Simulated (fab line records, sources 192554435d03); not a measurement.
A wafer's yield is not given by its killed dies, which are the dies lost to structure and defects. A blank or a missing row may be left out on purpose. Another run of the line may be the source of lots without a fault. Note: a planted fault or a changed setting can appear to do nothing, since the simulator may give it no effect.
Struck lot and sound lot, side by side + flow n5-finfet + 16 steps out of a route of 1938
Sound: these wafers, L933.1, L933.3, L933.4. Wafers struck: L922.3, L922.4, L922.6. The cause comes at the end.
At each step with rows: each side's tool, then ch and its chambers, then its first start. Under that, the readings that differ: sound wafers + struck wafers + difference of the means + sigmas: that difference in standard deviations of wafers without a fault.
alike: words and numbers the same on both sides, and readings whose means are apart by under 2 such deviations; not compared: readings that were withheld, readings missing a value for some wafer, numbers with overlapping values and no deviation given by the record, and bounds like >300 which may hide the same value.
Wherever a step has rows on one side only, a row that says differs or no value, or a row with sigmas, the two part there. Numbers that have no deviation but don't overlap get no sigmas and don't part them. A reading that every wafer of one side lacks parts them only if that side has two wafers or more.

first, 7 steps without rows for these wafers: N5_BEOL_M0_CUTY_COAT_50 (time 60 s, resist thk 15 nm); N5_BEOL_M0_CUTY_COAT_51 (resist thk 150 nm); N5_BEOL_M0_CUTY_EBR_52; N5_BEOL_M0_CUTY_SOFTBAKE_53 (time 60 s); N5_BEOL_M0_CUTY_EXPOSE_54 (exposes mask M0 ABLK); N5_BEOL_M0_CUTY_PEB_55 (peb time 60 s); N5_BEOL_M0_CUTY_DEVELOP_56 (develop time 30 s).
N5_BEOL_M0_CUTY_CD_MEAS_57: target cd 200 nm.
  sound on cd-sem-03 ch 0, day 10 13:16; struck on cd-sem-02 ch 0, day 7 13:25
| reading    | sound             | struck            | difference | sigmas |
|------------|-------------------|-------------------|------------|--------|
| cd-nm (nm) | 197.2 198.4 197.7 | 200.0 200.1 200.7 | +2.5       | +2     |
N5_BEOL_M0_CUTY_OVL_MEAS_58:
  sound on overlay-02 ch 0, day 10 13:18; struck on overlay-01 ch 0, day 7 13:26
  alike: M0_ABLK_OVL
N5_BEOL_M0_CUTY_INSPECT_59: inspects for defects (macro).
  sound: defect-inspect-02 at day 10 13:20; struck: defect-inspect-01 at day 7 13:28
  alike: raw-defect-count
N5_BEOL_M0_CUTY_DESCUM_61: chemistry O2, time 7.9 s.
  sound on rie-diel-02 ch 0,2,3, day 10 14:27; struck on rie-diel-05 ch 1,2,3, day 7 13:29
  alike: drypump-motor-current-A, oes-product-au, rf-vpp-V, showerhead-plenum-p-Torr, throttle-valve-pct
  not compared: rf-hours-counter-h
N5_BEOL_M0_CUTY_ETCH_62: etches SiARC in CF4, time 58.5 s.
  sound on rie-diel-02 ch 0,2,3, day 10 14:29; struck on rie-diel-05 ch 1,2,3, day 7 13:32
  alike: bias-w, cf4-flow-sccm, drypump-motor-current-A, etch-rf-on-time-s, oes-product-au, rf-vpp-V, showerhead-plenum-p-Torr, throttle-valve-pct
  not compared: rf-hours-counter-h
N5_BEOL_M0_CUTY_ETCH_63: etches SOC in N2/H2, target depth 82.7 nm, overetch 16.5 nm, time 124 s.
  sound on rie-diel-02 ch 0,2,3, day 10 14:32; struck on rie-diel-05 ch 1,2,3, day 7 13:35
  no value came back on the struck wafers for any of 8 readings (bias-w (W), chamber-pressure-mTorr (mTorr) and others); on the sound wafers bias-w (W) reads 149.7 150.0 149.6
| reading                                                 | sound          | struck          | difference | sigmas |
|---------------------------------------------------------|----------------|-----------------|------------|--------|
| model.CAR-ArF-block_of_BEOL_M0_CUTY_COAT_51.thk-nm (nm) | 0 0 0          | 118.6 119 119.2 | +118.9     |        |
| model.SiO2_of_BEOL_M0_SAQP_SPACER2_ALD_26.thk-nm (nm)   | 7.2 7.2 7.2    | 10.6 10.6 10.8  | +3.5       |        |
| model.SiO2_of_BEOL_M0_SAQP_ALD_48.thk-nm (nm)           | 12.2 12.2 12.8 | 13.4 13.4 13.2  | +0.9       |        |
then, 1 step without rows for these wafers: N5_BEOL_M0_CUTY_STRIP_64 (strips in N2/H2).
N5_BEOL_M4_RC_MEAS_101:
  the record has rows for the sound wafers here (prober-02 ch 0, day 12 15:07) and none for the struck ones
-- the record jumps here: 6 days lie between the struck wafers' starts before and after (it left off in module BEOL_M4 and takes up again in module PASSIVATION, whose first step shown is number 1936 of the route) --
N5_PASSIVATION_PROBE_49:
  sound: prober-01 at day 17 02:43; struck: prober-02 at day 13 18:10
| reading                  | sound          | struck         | difference | sigmas      |
|--------------------------|----------------|----------------|------------|-------------|
| defect-limited-yield (%) | 92.9 92.4 93.2 | 0 0 0          | -93        | -62         |
| killed_at_M0_to_M3       | 19 33 18       | 1107 1120 1103 | +1087      | +99 or more |
| killed-dies              | 84 90 80       | 1180 1180 1180 | +1095      | +64         |
| killed-on-rim            | 12 7 9         | 152 152 152    | +143       | +36         |
| sort_bin_5_function (%)  | 3.7 5.1 4.1    | 96.3 96.4 96.4 | +92.1      | +99         |
| sort-n-pass              | 1096 1090 1100 | 0 0 0          | -1095      | -64         |
| sort-yield-pct (%)       | 92.9 92.4 93.2 | 0 0 0          | -93        | -66         |
  alike: killed_at_M4_up, killed-at-contacts, killed-at-front-end, killed-at-other, killed-open, killed-short, sort_bin_6_memory

## WHERE THEY PART
First at N5_BEOL_M0_CUTY_CD_MEAS_57; last, within this record, at N5_PASSIVATION_PROBE_49.

WHY: whatever the simulator had introduced
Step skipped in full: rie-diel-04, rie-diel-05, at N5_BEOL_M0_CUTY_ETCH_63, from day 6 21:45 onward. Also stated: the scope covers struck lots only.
